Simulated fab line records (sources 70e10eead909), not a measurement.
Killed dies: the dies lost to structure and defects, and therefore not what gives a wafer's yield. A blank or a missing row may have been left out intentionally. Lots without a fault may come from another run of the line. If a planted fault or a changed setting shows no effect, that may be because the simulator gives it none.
fab line records | flow nandHarc
[record] lots = 11 wafers = 33 lastDay = 34
route steps=1302 shown A_M1@1193 THIN_TSV@1261 END@1301
lots that met no fault: from a run of the same line without faults
startH: hours from the record's opening day to when the first of the lot's shown wafers began | waitH: hours since the lot's step before | " identical to the entry in the row above | L1.1+2: several wafers, shown together as one row | - no value present, or no start provided | * or withheld: withheld | < > ~ a bound
route shown NAME@n: NAME is a module with steps in the file, n the number in the route of the first one | usual: mean/standard deviation taken from wafers without a fault | same: alike in all rows | chamber/n: place in a boat | sites: the reading at each site | _std_site: standard deviation of those values | _edge_site: inner sites' mean taken away from outer sites' mean | radiusMm: for every site, how far away it sits from the centre of the wafer | mask NAME#n: copy n | behind: the most recent tool/chamber to have shaped the wafer | hold: reason for holding the lot/hours on hold/outcome of the hold | device: the n, p or np transistor that did not switch | end of line: the route-end tests of the same wafers | for a step that has no rows: nothing shown but its recipe | killed: at the first sort, the dies lost to defects and structure; wafer yield is something else | map: shows each die of a wafer: x if killed, . if not, _ if none is there
set.NAME: the setting as run; set.NAME@STEP: as run at that earlier step | model.NAME: the simulator's own value behind a step, which no gauge read
route steps across a sampled set of lots; one table per step, one row per wafer
services: from which hour (startH, from the record's first day; less than 0 if before it) a tool's chamber was out of use, for how many hours, and why
[[steps]]
[step NHARC_A_M1_ECD_22]
[recipe] targetThkA = 4000 bathTempC = 25 material = Cu
// columns lot.wafer tool chamber startH waitH
L844.1+5+6 ecdCu-02 1,1,0 522.16 -
L845.2+1+6 ecdCu-02 0,1,0 537.82 -
L850.3+4+5 ecdCu-01 1,0,1 577.43 -
L851.1+2+6 ecdCu-02 1,0,1 611.73 -
L852.1+2+6 ecdCu-02 0,1,1 616.81 -
L853.4+3+5 ecdCu-02 1,0,1 623.56 -
L854.2+3+5 ecdCu-02 0,0,1 635.85 -
L855.2+6+5 ecdCu-02 1,0,1 640.63 -
L856.3+4+5 ecdCu-02 0,1,0 647.10 -
L861.2+1+5 ecdCu-02 0,1,1 677.35 -
L867.1+3+5 ecdCu-01 1,0,1 764.88 -
[step NHARC_THIN_TSV_DESCUM_14]
[recipe] timeS = 3 o2FlowSccm = 200 arFlowSccm = 0 biasPowerW = 0 chemistry = O2
[usual] drypumpMotorCurrentA = 5.5/0.5 oesProductAu = 0.995/0.013 rfVppV = 57.8/0.86 showerheadPlenumPTorr = 1.90/0.088 throttleValvePct = 11.311/0.009
// columns lot.wafer tool chamber startH waitH drypumpMotorCurrentA oesProductAu rfHoursCounterH rfVppV showerheadPlenumPTorr throttleValvePct
L844.1 rieDiel-10 2 541.64 - 5.4 0.995 5.9 57.1 1.88 11.301
L844.5 " 0 " " 5.9 1.009 - 57.7 1.88 11.314
L844.6 " 1 " " 5.6 1.004 - 57.3 1.78 11.304
L845.2 rieDiel-13 1 562.27 - 4.8 0.981 1.1 57.8 1.98 11.317
L845.1 " 3 " " 5.8 0.969 1.0 56.8 1.94 11.320
L845.6 " 1 " " 4.8 0.983 - 56.6 1.98 11.306
L850.3 rieDiel-02 3 595.67 - 6.0 1.010 2.2 57.0 2.01 11.309
L850.4 " 2 " " 6.6 0.999 2.7 58.1 1.89 11.303
L850.5 " 3 " " 5.9 1.003 - 59.5 2.01 11.313
L851.2 rieDiel-13 1 632.52 - 4.8 0.979 4.6 58.4 1.98 11.305
L851.1 " 3 " " 5.8 0.993 4.5 58.3 1.94 11.311
L851.6 " 1 " " 4.9 0.981 - 57.6 1.98 11.307
L852.2 rieDiel-13 0 633.69 - 5.1 0.997 4.9 57.4 1.78 11.306
L852.1 " 1 " " 4.8 0.978 5.1 56.3 1.98 11.305
L852.6 " 2 " " 5.1 0.981 - 58.3 2.03 11.308
L853.3 rieDiel-13 3 643.33 - 5.8 0.984 5.3 58.5 1.94 11.311
L853.5 " 3 " " 5.8 0.980 - 59.2 1.94 11.318
L853.4 " 0 " " 5.1 0.995 - 56.5 1.78 11.316
L854.3 rieDiel-10 0 658.08 - 5.9 1.011 2.9 56.6 1.88 11.308
L854.2 " 2 " " 5.5 1.018 3.7 57.3 1.88 11.306
L854.5 " 1 " " 5.5 1.012 - 58.0 1.78 11.317
L855.2 rieDiel-13 3 659.32 - 5.8 0.970 6.4 59.3 1.94 11.310
L855.5 " 0 " " 5.1 0.985 - 57.1 1.78 11.323
L855.6 " 1 " " 4.9 0.971 - 58.9 1.98 11.311
L856.3 rieDiel-13 0 665.39 - 5.1 1.003 7.4 57.6 1.78 11.312
L856.4 " 1 " " 4.8 0.983 - 58.6 1.98 11.312
L856.5 " 0 " " 5.1 0.986 - 55.9 1.78 11.330
L861.1 rieDiel-02 1 695.59 - 6.7 0.997 7.0 57.6 1.77 11.313
L861.2 " 3 " " 5.9 0.998 6.0 57.7 2.00 11.289
L861.5 " 1 " " 6.6 0.991 - 57.0 1.77 11.292
L867.1 rieDiel-13 2 785.67 - 5.1 0.973 4.9 57.9 2.03 11.314
L867.3 " 3 " " 5.8 0.993 4.7 58.3 1.94 11.301
L867.5 " 2 " " 5.2 0.979 - 58.5 2.03 11.300
[step NHARC_THIN_TSV_PRE_CLEAN_54]
[recipe] timeS = 30 tempC = 280 gas = H2/He
[usual] heaterPowerW = 405/48
// columns lot.wafer tool chamber startH waitH heaterPowerW
L844.1 pvdSputter-03 - 546.71 0.1 427
L844.6 " - " " 447
L844.5 " - " " 382
L845.1 pvdSputter-02 - 567.06 0.0 388
L845.2 " - " " 345
L845.6 " - " " 395
L850.4 pvdSputter-02 - 600.37 0.0 340
L850.3 " - " " 464
L850.5 " - " " 386
L851.2 pvdSputter-02 - 637.19 0.1 383
L851.1 " - " " 346
L851.6 " - " " 387
L852.1 pvdSputter-03 - 638.75 0.1 413
L852.2 " - " " 372
L852.6 " - " " 419
L853.4 pvdSputter-02 - 648.22 0.1 386
L853.3 " - " " 460
L853.5 " - " " 331
L854.2 pvdSputter-01 - 662.98 0.1 409
L854.3 " - " " 345
L854.5 " - " " 456
L855.2 pvdSputter-02 - 664.40 0.1 386
L855.6 " - " " 471
L855.5 " - " " 380
L856.4 pvdSputter-02 - 670.41 0.1 391
L856.3 " - " " 330
L856.5 " - " " 393
L861.1 pvdSputter-01 - 700.30 0.1 456
L861.2 " - " " 409
L861.5 " - " " 524
L867.1 pvdSputter-02 - 790.44 0.1 469
L867.3 " - " " 389
L867.5 " - " " 392
[step NHARC_END_WLT_00]
[usual] VT_DECK1_BOTTOM = 0.874/0.0095 VT_DECK1_BOTTOM_INNER = 0.873/0.0095 VT_DECK1_MEDIAN_NEAR_BOTTOM = 0.875/0.0094 VT_DECK1_MEDIAN_NEAR_BOTTOM_INNER = 0.875/0.0097 VT_DECK1_MIDDLE = 0.888/0.0082 VT_DECK1_MIDDLE_INNER = 0.889/0.0076 VT_DECK1_TOP = 0.901/0.0078 VT_DECK1_TOP_INNER = 0.900/0.0085 VT_DECK2_BOTTOM = 0.869/0.007 VT_DECK2_BOTTOM_INNER = 0.869/0.008 VT_DECK2_MEDIAN_NEAR_BOTTOM = 0.870/0.0071 VT_DECK2_MEDIAN_NEAR_BOTTOM_INNER = 0.870/0.0072 VT_DECK2_MIDDLE = 0.883/0.007 VT_DECK2_MIDDLE_INNER = 0.882/0.0065 VT_DECK2_TOP = 0.895/0.0073 VT_DECK2_TOP_INNER = 0.895/0.007
// columns lot.wafer tool chamber startH waitH VT_DECK1_BOTTOM VT_DECK1_BOTTOM_INNER VT_DECK1_MEDIAN_NEAR_BOTTOM VT_DECK1_MEDIAN_NEAR_BOTTOM_INNER VT_DECK1_MIDDLE VT_DECK1_MIDDLE_INNER VT_DECK1_TOP VT_DECK1_TOP_INNER VT_DECK2_BOTTOM VT_DECK2_BOTTOM_INNER VT_DECK2_MEDIAN_NEAR_BOTTOM VT_DECK2_MEDIAN_NEAR_BOTTOM_INNER VT_DECK2_MIDDLE VT_DECK2_MIDDLE_INNER VT_DECK2_TOP VT_DECK2_TOP_INNER
L844.1 prober-02 - 552.48 0.1 0.861 0.857 0.866 0.869 0.883 0.872 0.889 0.883 0.871 0.870 0.875 0.871 0.886 0.886 0.899 0.889
L844.5 " - 554.48 2.1 0.863 0.860 0.862 0.863 0.875 0.881 0.895 0.882 0.863 0.860 0.869 0.864 0.882 0.891 0.892 0.896
L844.6 " - " " 0.872 0.861 0.859 0.863 0.876 0.883 0.884 0.884 0.879 0.874 0.872 0.880 0.888 0.888 0.905 0.897
L845.1 prober-02 - 577.08 0.1 0.880 0.882 0.881 0.884 0.890 0.888 0.896 0.904 0.872 0.867 0.874 0.870 0.884 0.888 0.900 0.895
L845.2 " - " " 0.870 0.875 0.873 0.873 0.890 0.888 0.899 0.896 0.868 0.887 0.870 0.882 0.887 0.875 0.903 0.889
L845.6 " - 579.57 2.5 0.861 0.869 0.871 0.868 0.885 0.887 0.897 0.905 0.878 0.875 0.874 0.868 0.885 0.878 0.891 0.901
L850.3 prober-02 - 608.57 1.0 0.887 0.877 0.887 0.885 0.895 0.893 0.903 0.903 0.874 0.874 0.887 0.870 0.889 0.884 0.903 0.895
L850.4 " - " " 0.870 0.873 0.879 0.872 0.890 0.891 0.900 0.903 0.872 0.879 0.877 0.870 0.891 0.889 0.888 0.899
L850.5 " - " " 0.882 0.883 0.885 0.885 0.896 0.898 0.905 0.901 0.873 0.879 0.878 0.875 0.889 0.892 0.903 0.897
L851.1 prober-01 - 644.39 0.0 0.883 0.879 0.890 0.883 0.892 0.900 0.907 0.907 0.879 0.875 0.873 0.876 0.881 0.872 0.892 0.876
L851.2 " - " " 0.881 0.882 0.883 0.883 0.900 0.904 0.905 0.906 0.863 0.872 0.875 0.874 0.883 0.872 0.883 0.894
L851.6 " - 646.90 2.5 0.879 0.874 0.877 0.882 0.902 0.893 0.913 0.905 0.870 0.871 0.871 0.871 0.881 0.884 0.882 0.885
L852.1 prober-02 - 644.41 0.1 0.883 0.884 0.880 0.881 0.899 0.890 0.900 0.903 0.866 0.867 0.871 0.868 0.880 0.876 0.910 0.896
L852.2 " - " " 0.875 0.876 0.878 0.878 0.890 0.892 0.904 0.904 0.869 0.872 0.882 0.875 0.889 0.889 0.901 0.904
L852.6 " - 646.87 2.5 0.881 0.871 0.872 0.875 0.888 0.892 0.909 0.910 0.875 0.876 0.878 0.870 0.887 0.886 0.899 0.896
L853.3 prober-02 - 656.40 1.1 0.879 0.872 0.880 0.883 0.886 0.880 0.890 0.894 0.863 0.864 0.869 0.865 0.878 0.885 0.894 0.899
L853.4 " - " " 0.857 0.864 0.866 0.864 0.883 0.881 0.900 0.899 0.869 0.865 0.864 0.866 0.891 0.881 0.905 0.900
L853.5 " - " " 0.861 0.869 0.877 0.873 0.884 0.882 0.884 0.892 0.871 0.873 0.871 0.878 0.887 0.889 0.896 0.888
L854.2 prober-01 - 671.97 0.5 0.866 0.876 0.872 0.881 0.885 0.883 0.896 0.882 0.862 0.868 0.857 0.870 0.871 0.878 0.882 0.886
L854.3 " - " " 0.867 0.859 0.863 0.863 0.873 0.876 0.890 0.887 0.857 0.850 0.857 0.862 0.871 0.868 0.891 0.880
L854.5 " - " " 0.863 0.865 0.864 0.860 0.880 0.878 0.893 0.889 0.861 0.862 0.858 0.859 0.868 0.876 0.884 0.895
L855.2 prober-02 - 671.99 0.6 0.860 0.870 0.877 0.866 0.887 0.893 0.912 0.901 0.871 0.878 0.873 0.877 0.881 0.887 0.900 0.903
L855.5 " - 673.49 2.1 0.873 0.883 0.885 0.873 0.895 0.893 0.907 0.910 0.868 0.870 0.863 0.866 0.884 0.883 0.897 0.898
L855.6 " - " " 0.884 0.879 0.884 0.877 0.894 0.896 0.901 0.910 0.869 0.870 0.863 0.867 0.891 0.884 0.897 0.901
L856.3 prober-02 - 680.19 2.7 0.872 0.871 0.876 0.879 0.890 0.883 0.904 0.896 0.871 0.872 0.869 0.872 0.877 0.877 0.895 0.898
L856.4 " - " " 0.877 0.874 0.865 0.881 0.888 0.884 0.902 0.908 0.875 0.869 0.866 0.869 0.880 0.884 0.903 0.896
L856.5 " - " " 0.878 0.876 0.878 0.871 0.892 0.891 0.901 0.903 0.878 0.874 0.868 0.883 0.883 0.889 0.895 0.898
L861.1 prober-02 - 708.79 0.1 0.858 0.867 0.871 0.876 0.887 0.890 0.907 0.908 0.872 0.876 0.874 0.868 0.888 0.889 0.893 0.895
L861.2 " - " " 0.875 0.876 0.870 0.885 0.891 0.884 0.908 0.900 0.860 0.854 0.867 0.857 0.887 0.880 0.888 0.895
L861.5 " - 710.81 2.1 0.856 0.864 0.864 0.868 0.883 0.898 0.904 0.902 0.861 0.861 0.861 0.863 0.876 0.879 0.891 0.900
L867.1 prober-01 - 798.00 0.0 0.877 0.881 0.882 0.877 0.887 0.896 0.911 0.914 0.870 0.874 0.873 0.881 0.890 0.881 0.888 0.894
L867.3 " - 799.00 1.0 0.881 0.881 0.889 0.884 0.893 0.900 0.898 0.899 0.874 0.872 0.871 0.870 0.882 0.873 0.896 0.889
L867.5 " - 800.01 2.0 0.879 0.880 0.885 0.882 0.898 0.897 0.908 0.909 0.871 0.877 0.869 0.868 0.891 0.885 0.901 0.889
[step NHARC_END_SORT_01]
[recipe] tempC = 25
[usual] defectLimitedYield = 91/3.1 killedAtArray = 57/21 killedAtOther = 0.9/1.2 killedAtPeriphery = 4.2/2.9 killedDies = 62/21 killedOpen = 3.2/1.8 killedShort = 2.4/1.5
[same] grossDies = 677
// columns lot.wafer tool chamber startH waitH defectLimitedYield[%] killedAtArray killedAtOther killedAtPeriphery killedDies killedOpen killedShort
L861.1 prober-02 0 711.82 2.5 27 493 0 2 495 0 2
L861.2 prober-02 0 712.63 2.8 91 56 0 2 58 7 6
L861.5 prober-02 0 715.04 3.7 27 490 1 1 492 0 4
// killed by level:class
L861.1 A_M1:unspecified=472 A_SLIT:chamberFilmFlake=12 P_CONTACT:geometricParticle:short=2 A_CHANNEL_HOLE_D1:chamberFilmFlake=2 A_WL_FILL:chamberFilmFlake=2 A_CONTACT:chamberFilmFlake=2 A_BONDPAD:chamberFilmFlake=2 A_STAIRCASE:chamberFilmFlake=1
L861.2 A_SLIT:chamberFilmFlake=28 A_CONTACT:chamberFilmFlake=9 A_CHANNEL_HOLE_D1:chamberFilmFlake=5 A_SOURCE_PLATE:geometricParticle:open=2 P_CONTACT:geometricParticle:short=1 P_CONTACT:geometricParticle:open=1 A_SOURCE_PLATE:geometricParticle:short=1 A_CHANNEL_FILL_D1:geometricParticle:open=1
L861.5 A_M1:unspecified=447 A_SLIT:chamberFilmFlake=19 A_CHANNEL_HOLE_D1:chamberFilmFlake=8 A_BONDPAD:chamberFilmFlake=4 A_CONTACT:chamberFilmFlake=3 A_CHANNEL_FILL_D2:chamberFilmFlake=2 A_WL_FILL:chamberFilmFlake=2 P_GATE:geometricParticle:short=1
[[services]]
// columns tool chamber startH hours kind
ecdCu-01 - 512.00 8.0 pm
rieDiel-13 - 519.00 9.0 pm
ecdCu-01 - 520.32 0.5 repair
pvdSputter-03 - 526.03 10.0 pm
pvdSputter-02 - 555.61 2.7 repair
rieDiel-13 2 556.86 5.6 repair
pvdSputter-01 - 565.00 6.8 repair
rieDiel-02 - 570.70 9.0 pm
pvdSputter-01 - 582.00 10.0 pm
ecdCu-02 - 586.72 1.5 repair
ecdCu-02 - 596.00 8.0 pm
rieDiel-10 - 596.56 9.0 pm
pvdSputter-03 - 603.83 0.7 repair
rieDiel-02 - 622.20 0.4 repair
pvdSputter-02 - 638.00 10.0 pm
rieDiel-13 2 640.68 29.4 repair
rieDiel-10 - 669.69 1.9 repair
ecdCu-01 - 688.00 8.0 pm
rieDiel-13 - 696.00 9.0 pm
pvdSputter-02 - 708.31 1.0 repair
rieDiel-13 0 712.19 4.0 repair
rieDiel-13 1 752.20 7.6 repair
pvdSputter-02 - 768.01 2.0 repair
ecdCu-02 - 772.00 8.0 pm
[[key]]
[firstSign] step = NHARC_END_SORT_01 reading = killedAtArray direction = up sigmas = 21 usual = 57 struck = 492
[effect] step = NHARC_END_SORT_01 reading = defectLimitedYield direction = down sigmas = 21 usual = 91 struck = 27
[moreKillsBornAt] NHARC_A_M1_ECD_22@ecdCu-02 = 919
metAt NHARC_A_M1_ECD_22
struckLots L861
struckWafers L861.1,L861.5
notActingAt NHARC_THIN_TSV_DESCUM_14,NHARC_THIN_TSV_PRE_CLEAN_54,NHARC_END_WLT_00
onsetBetween 647.10 677.35
[fault] kind = chamberParticleSource tool = ecdCu-02 chamber = 1 onsetH = 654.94 steps = NHARC_A_M1_ECD_22 ratePerVisitCm2 = 1.3576
